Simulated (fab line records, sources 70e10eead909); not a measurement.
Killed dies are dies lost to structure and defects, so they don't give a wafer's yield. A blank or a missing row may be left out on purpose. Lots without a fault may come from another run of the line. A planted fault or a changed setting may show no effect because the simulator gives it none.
Which tool did it? | flow nand_harc | 6 lots, 17 wafers sampled, at 5 steps of a route of 1302

WHAT THE GAUGES READ, wafer by wafer
NHARC_END_SORT_01.
lot  | measured     | on        | killed_at_array
L439 | day 31 05:39 | prober-01 | 81 82 78

WHICH TOOL RAN EACH LOT (tool, then ch and the chambers of the sampled wafers, then the start)
lot  | NHARC_A_WL_FILL_RTA_01           | NHARC_A_WL_FILL_ETCHBACK_04       | NHARC_A_WL_FILL_STRIP_29           | NHARC_A_WL_FILL_ETCHBACK_17
L425 | rtp_anneal-02 ch 0, day 21 00:09 | rie_metal-03 ch 0,1, day 21 01:13 | rie_diel-01 ch 0,1,3, day 21 13:41 | rie_metal-03 ch 0,1, day 21 13:47
L429 | rtp_anneal-02 ch 0, day 22 08:40 | rie_metal-03 ch 1, day 22 09:43   | rie_diel-05 ch 0,2, day 22 22:49   | rie_metal-01 ch 0,1, day 22 22:55
L430 | rtp_anneal-01 ch 0, day 23 09:52 | rie_metal-03 ch 0,1, day 23 11:00 | rie_diel-12 ch 3, day 23 22:32     | rie_metal-02 ch 0,1, day 23 22:37
L439 | rtp_anneal-01 ch 0, day 26 23:46 | rie_metal-02 ch 0,1, day 27 00:52 | rie_diel-05 ch 1,2,3, day 27 10:55 | rie_metal-01 ch 0,1, day 27 11:01
L440 | rtp_anneal-01 ch 0, day 27 22:58 | rie_metal-02 ch 0,1, day 28 00:09 | rie_diel-01 ch 1,2,3, day 28 09:49 | rie_metal-01 ch 0,1, day 28 09:57
L444 | rtp_anneal-02 ch 0, day 29 15:22 | rie_metal-01 ch 0, day 29 16:32   | rie_diel-12 ch 2,3, day 30 05:57   | rie_metal-01 ch 0,1, day 30 06:02
- NHARC_A_WL_FILL_RTA_01: time 5 s.
- NHARC_A_WL_FILL_ETCHBACK_04: etches the open film in NF3, target depth 60 nm, time 120 s.
- NHARC_A_WL_FILL_STRIP_29: strips in O2, time 20 s.
- NHARC_A_WL_FILL_ETCHBACK_17: etches the open film in Cl2/BCl3, target depth 4 nm, time 26.7 s.

THE ANSWER, worked out from the rows above alone
Rule: what is usual is taken from the lots themselves. Put in order of their means at a reading, lots are off if they are a third of the lots or fewer, leave a main group of 4 or more, and stand apart from it by a gap of 3 or more times the standard deviation of the main group's means; of several such gaps the widest counts. A main group whose means are all the same, to the digits that the tables above print for the reading, isn't used. A lot without any number at a reading at which 4 lots or more have one is off too. The other lots that the step has rows for count as sound.
No lot is off at any reading shown: from this, nothing can be told.

WHAT THE SIMULATOR HAD PUT IN
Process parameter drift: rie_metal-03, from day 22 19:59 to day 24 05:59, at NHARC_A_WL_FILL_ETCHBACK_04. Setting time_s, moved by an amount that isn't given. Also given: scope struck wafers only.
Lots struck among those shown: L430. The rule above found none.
